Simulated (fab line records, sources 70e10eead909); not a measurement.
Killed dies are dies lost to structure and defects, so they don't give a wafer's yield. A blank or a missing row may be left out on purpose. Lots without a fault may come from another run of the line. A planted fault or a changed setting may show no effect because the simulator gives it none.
Which tool did it? | flow nand_harc | 14 lots, 42 wafers sampled, at 4 steps of a route of 1159

WHAT THE GAUGES READ, wafer by wafer
The record holds no reading of a measuring or inspecting step that can be judged against a usual standard deviation.

WHICH TOOL RAN EACH LOT (tool, then ch and the chambers of the sampled wafers, then the start)
lot  | NHARC_P_GATE_ETCH_104              | NHARC_P_GATE_STRIP_112               | NHARC_P_CONTACT_DEP_00                     | NHARC_P_CONTACT_ETCH_35
L527 | rie_diel-12 ch 0,2, day 5 00:00    | plasma_asher-01 ch 0,1, day 5 16:09  | pecvd-04 ch 0, day 5 21:49                 | rie_diel-02 ch 1,3, day 5 23:31
L528 | rie_diel-05 ch 0,2,3, day 5 00:21  | plasma_asher-02 ch 0,1, day 5 16:26  | pecvd-02 ch 0, day 5 22:56 or earlier      | rie_diel-03 ch 0,2,3, day 5 22:56
L529 | rie_diel-12 ch 0,2,3, day 5 06:57  | plasma_asher-01 ch 0,1, day 5 21:06  | pecvd-04 ch 0,2, day 6 01:55               | rie_diel-03 ch 0,2,3, day 6 03:38
L531 | rie_diel-12 ch 0,1, day 5 14:20    | plasma_asher-01 ch 0, day 6 04:59    | pecvd-03 ch 0,1, day 6 10:59 or earlier    | rie_diel-13 ch 0,1,2, day 6 10:59
L530 | rie_diel-08 ch 2,3, day 5 14:43    | plasma_asher-02 ch 0,1, day 6 05:19  | pecvd-03 ch 0,2, day 6 11:27 or earlier    | rie_diel-03 ch 0,2,3, day 6 11:27
L533 | rie_diel-08 ch 1,2, day 6 04:45    | plasma_asher-02 ch 0,1, day 6 19:32  | pecvd-04 ch 0,1,2, day 7 01:34 or earlier  | rie_diel-13 ch 0,1,2, day 7 01:34
L534 | rie_diel-05 ch 0,1, day 6 13:38    | plasma_asher-02 ch 0,1, day 7 03:57  | pecvd-04 ch 0,1, day 7 10:06 or earlier    | rie_diel-13 ch 0,1, day 7 10:06
L544 | rie_diel-12 ch 1,2, day 8 18:17    | plasma_asher-02 ch 1, day 9 08:56    | pecvd-02 ch 0,1,2, day 9 15:11 or earlier  | rie_diel-03 ch 0,1,3, day 9 15:11
L546 | rie_diel-08 ch 0,1, day 9 11:56    | plasma_asher-01 ch 0,1, day 10 01:56 | pecvd-03 ch 0,2, day 10 08:07 or earlier   | rie_diel-13 ch 1,3, day 10 08:07
L545 | rie_diel-08 ch 0,1,3, day 9 12:53  | plasma_asher-01 ch 0,1, day 10 02:59 | pecvd-04 ch 0,1, day 10 09:35 or earlier   | rie_diel-13 ch 0,2,3, day 10 09:35
L547 | rie_diel-08 ch 0,3, day 9 13:11    | plasma_asher-02 ch 0,1, day 10 03:19 | pecvd-02 ch 0,2, day 10 09:47 or earlier   | rie_diel-02 ch 1,3, day 10 09:47
L548 | rie_diel-12 ch 0,3, day 10 02:08   | plasma_asher-02 ch 0,1, day 10 16:16 | pecvd-04 ch 0,1,2, day 10 22:29 or earlier | rie_diel-03 ch 0,3, day 10 22:29
L549 | rie_diel-12 ch 0,1,2, day 10 02:23 | plasma_asher-01 ch 0,1, day 10 16:23 | pecvd-03 ch 0,2, day 10 22:34 or earlier   | rie_diel-13 ch 0,1,2, day 10 22:34
L550 | rie_diel-08 ch 2,3, day 10 09:06   | plasma_asher-01 ch 0,1, day 10 23:06 | pecvd-02 ch 0,2, day 11 05:07 or earlier   | rie_diel-03 ch 0,3, day 11 05:07
- NHARC_P_GATE_ETCH_104: etches the open film in CF4/CHF3, target depth 60 nm.
- NHARC_P_GATE_STRIP_112: strips in N2/H2, time 200 s.
- NHARC_P_CONTACT_DEP_00: deposits SiO2, target thk 500 nm.
- NHARC_P_CONTACT_ETCH_35: etches the open film in CF4, target depth 39 nm, time 65 s.

WHAT THE TOOLS THEMSELVES READ (means of the sampled wafers that have a number; where no wafer has one, the mark that the record gives instead)
NHARC_P_GATE_ETCH_104. Usual: drypump_motor_current_A 6.0 A, standard deviation 0.42; oes_product_au 0.944 a.u., standard deviation 0.022; rf_vpp_V 369.0 V, standard deviation 1.8; showerhead_plenum_p_Torr 1.53 Torr, standard deviation 0.044; throttle_valve_pct 16.804 %, standard deviation 0.0087.
lot  | tool        | drypump_motor_current_A (A) | oes_product_au (a.u.) | rf_vpp_V (V) | showerhead_plenum_p_Torr (Torr) | throttle_valve_pct (%) | flag
L527 | rie_diel-12 | 5.8                         | 0.966                 | 371.4        | 1.58                            | 16.800                 |
L528 | rie_diel-05 | 5.7                         | 0.927                 | 368.3        | 1.50                            | 16.795                 |
L529 | rie_diel-12 | 6.1                         | 0.947                 | 369.8        | 1.55                            | 16.806                 |
L531 | rie_diel-12 | 6.2                         | 0.919                 | 369.8        | 1.56                            | 16.805                 |
L530 | rie_diel-08 | 6.0                         | 0.954                 | 368.0        | 1.51                            | 16.801                 |
L533 | rie_diel-08 | 6.3                         | 0.916                 | 367.6        | 1.48                            | 16.800                 |
L534 | rie_diel-05 | 5.9                         | 0.981                 | 368.7        | 1.50                            | 16.803                 |
L544 | rie_diel-12 | 5.6                         | 0.944                 | 370.4        | 1.58                            | 16.799                 |
L546 | rie_diel-08 | 6.3                         | 0.975                 | 367.3        | 1.49                            | 16.798                 |
L545 | rie_diel-08 | 6.1                         | 0.925                 | 368.5        | 1.51                            | 16.811                 |
L547 | rie_diel-08 | 6.0                         | 0.939                 | 370.1        | 1.54                            | 16.803                 |
L548 | rie_diel-12 | 6.4                         | 0.980                 | 368.0        | 1.51                            | 16.795                 |
L549 | rie_diel-12 | 6.0                         | 0.945                 | 370.0        | 1.56                            | 16.812                 |
L550 | rie_diel-08 | 6.0                         | 0.939                 | 368.5        | 1.52                            | 16.802                 |

NHARC_P_GATE_STRIP_112. Usual: drypump_motor_current_A 5.66 A, standard deviation 0.27; heater_power_w 85 W, standard deviation 4.5.
lot  | tool            | drypump_motor_current_A (A) | heater_power_w (W) | flag
L527 | plasma_asher-01 | 5.44                        | 88                 |
L528 | plasma_asher-02 | 5.97                        | 81                 |
L529 | plasma_asher-01 | 5.45                        | 88                 |
L531 | plasma_asher-01 | 5.41                        | 92                 |
L530 | plasma_asher-02 | 6.01                        | 80                 |
L533 | plasma_asher-02 | 5.85                        | 80                 |
L534 | plasma_asher-02 | 5.84                        | 81                 |
L544 | plasma_asher-02 | 6.13                        | 89                 |
L546 | plasma_asher-01 | 5.43                        | 87                 |
L545 | plasma_asher-01 | 5.44                        | 88                 |
L547 | plasma_asher-02 | 5.98                        | 87                 |
L548 | plasma_asher-02 | 5.99                        | 88                 |
L549 | plasma_asher-01 | 5.47                        | 86                 |
L550 | plasma_asher-01 | 5.46                        | 86                 |

NHARC_P_CONTACT_DEP_00. Usual: heater_power_w 537 W, standard deviation 94; throttle_valve_pct 15.9 %, standard deviation 0.62.
lot  | tool     | heater_power_w (W) | throttle_valve_pct (%) | flag
L527 | pecvd-04 | 400                | 16.8                   |
L528 | pecvd-02 | 465                | 16.0                   |
L529 | pecvd-04 | 458                | 16.7                   |
L531 | pecvd-03 | 575                | 15.3                   |
L530 | pecvd-03 | 594                | 15.6                   |
L533 | pecvd-04 | 505                | 16.5                   |
L534 | pecvd-04 | 610                | 16.2                   |
L544 | pecvd-02 | 578                | 15.6                   |
L546 | pecvd-03 | 600                | 15.7                   |
L545 | pecvd-04 | 497                | 16.1                   |
L547 | pecvd-02 | 519                | 15.4                   |
L548 | pecvd-04 | 525                | 16.3                   |
L549 | pecvd-03 | 570                | 15.8                   |
L550 | pecvd-02 | 480                | 15.3                   |

NHARC_P_CONTACT_ETCH_35. Usual: drypump_motor_current_A 5.8 A, standard deviation 0.43; oes_product_au 1.003 a.u., standard deviation 0.011; rf_vpp_V 151.3 V, standard deviation 1.2; run_length_s 86.3 s, standard deviation 0.44; showerhead_plenum_p_Torr 1.76 Torr, standard deviation 0.078; throttle_valve_pct 13.285 %, standard deviation 0.0094.
lot  | tool        | drypump_motor_current_A (A) | oes_product_au (a.u.) | rf_vpp_V (V) | run_length_s (s) | showerhead_plenum_p_Torr (Torr) | throttle_valve_pct (%) | flag
L527 | rie_diel-02 | 5.2                         | 1.029                 | 151.3        | 86.4             | 1.82                            | 13.293                 |
L528 | rie_diel-03 | 5.7                         | 0.992                 | 151.9        | 86.9             | 1.80                            | 13.282                 |
L529 | rie_diel-03 | 5.7                         | 0.988                 | 151.9        | 87.0             | 1.80                            | 13.281                 |
L531 | rie_diel-13 | 6.2                         | 1.009                 | 150.7        | 86.3             | 1.74                            | 13.295                 |
L530 | rie_diel-03 | 5.7                         | 1.006                 | 151.8        | 86.8             | 1.80                            | 13.279                 |
L533 | rie_diel-13 | 6.2                         | 1.016                 | 150.7        | 79.7             | 1.74                            | 13.295                 | OFF
L534 | rie_diel-13 | 6.1                         | 1.007                 | 152.0        | 73.3             | 1.73                            | 13.281                 | OFF
L544 | rie_diel-03 | 5.5                         | 1.009                 | 150.3        | 86.5             | 1.78                            | 13.276                 |
L546 | rie_diel-13 | 6.0                         | 1.005                 | 152.3        | 85.9             | 1.78                            | 13.286                 |
L545 | rie_diel-13 | 6.1                         | 1.011                 | 150.0        | 86.0             | 1.68                            | 13.285                 |
L547 | rie_diel-02 | 5.2                         | 0.997                 | 152.2        | 86.4             | 1.81                            | 13.284                 |
L548 | rie_diel-03 | 5.7                         | 1.011                 | 152.1        | 86.6             | 1.80                            | 13.283                 |
L549 | rie_diel-13 | 6.2                         | 0.998                 | 150.8        | 86.1             | 1.74                            | 13.281                 |
L550 | rie_diel-03 | 5.7                         | 1.009                 | 151.7        | 87.0             | 1.78                            | 13.281                 |

THE ANSWER, worked out from the rows above alone
Rule: a lot is off if the mean of its wafers that have a number lies more than 3 standard deviations from the usual mean. A lot without any number at a reading at which 4 lots or more have one is off too. The other lots that the step has rows for count as sound. The gauges are gone through in route order, then the tools' own readings, and for those a lot's mean is taken as printed above. The first step at which some lot is off is used, and at that step the reading that is off furthest; a lot without a number counts as furthest.
Off: L533, L534, at NHARC_P_CONTACT_ETCH_35 (run_length_s).
A tool fits if, at that step or a process step before it, it ran every lot that is off, and no sound lot after the first of them. NHARC_P_CONTACT_DEP_00 gives no start for some lots, so the hours and the order of its lots are those of NHARC_P_CONTACT_ETCH_35. None of those tried fits.

WHAT THE SIMULATOR HAD PUT IN
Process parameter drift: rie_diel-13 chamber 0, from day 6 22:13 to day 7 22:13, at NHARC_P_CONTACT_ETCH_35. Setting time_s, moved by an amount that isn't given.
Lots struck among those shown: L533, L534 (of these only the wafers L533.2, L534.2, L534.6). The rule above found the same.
